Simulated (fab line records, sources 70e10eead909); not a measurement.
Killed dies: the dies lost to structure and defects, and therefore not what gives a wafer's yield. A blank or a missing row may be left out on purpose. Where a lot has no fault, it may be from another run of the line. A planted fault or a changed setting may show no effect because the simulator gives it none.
Matching of chambers | flow nand harc | 4 sister chambers for NHARC_A_CHANNEL_FILL_D2_ALD_14 on ald hk-03
The step deposits SiO2, target thk 2.5 nm, pulse time 10 s, ald cycles 25. 4 wafers are shown with their chamber, then 8 later ones without.

== WAFERS WITH THEIR CHAMBER ==
wafer  | chamber | heater power w (W)
L088.2 | 0       | 497
L088.4 | 2       | 479
L088.5 | 1       | 473
L091.2 | 3       | 415

== WAFERS WITH NO CHAMBER GIVEN ==
wafer  | heater power w (W)
L091.3 | 489
L091.4 | 492
L092.2 | 489
L092.3 | 485
L092.4 | 424
L097.2 | 495
L097.3 | 414
L097.4 | 484

== THE CHAMBER EACH PASSED THROUGH ==
wafer  | from the rows above          | in truth
L091.3 | can't be placed: 0 or 2 or 1 | 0
L091.4 | can't be placed: 0 or 2      | 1
L092.2 | can't be placed: 0 or 2 or 1 | 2
L092.3 | can't be placed: 2 or 0 or 1 | 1
L092.4 | 3                            | 3
L097.2 | 0                            | 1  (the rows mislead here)
L097.3 | 3                            | 3
L097.4 | can't be placed: 2 or 1 or 0 | 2
Correctly placed: 2 of 8. Not placeable from these rows: 5 (in 4, the candidates include the true chamber). Placed wrongly: 1.
How it was worked out, from the rows above alone: a wafer's distance from a chamber is the root of the sum, over the readings, of the square of ((its reading less the chamber's mean) divided by the reading's scatter). The wafer belongs to the nearest chamber; if the next one is less than 2 further off, it can't be placed. The mean given for a chamber averages the wafers shown for that chamber. The scatter (one wafer shown for each chamber): square how far every hidden wafer sits from the nearest shown wafer, average those squares and take the square root.
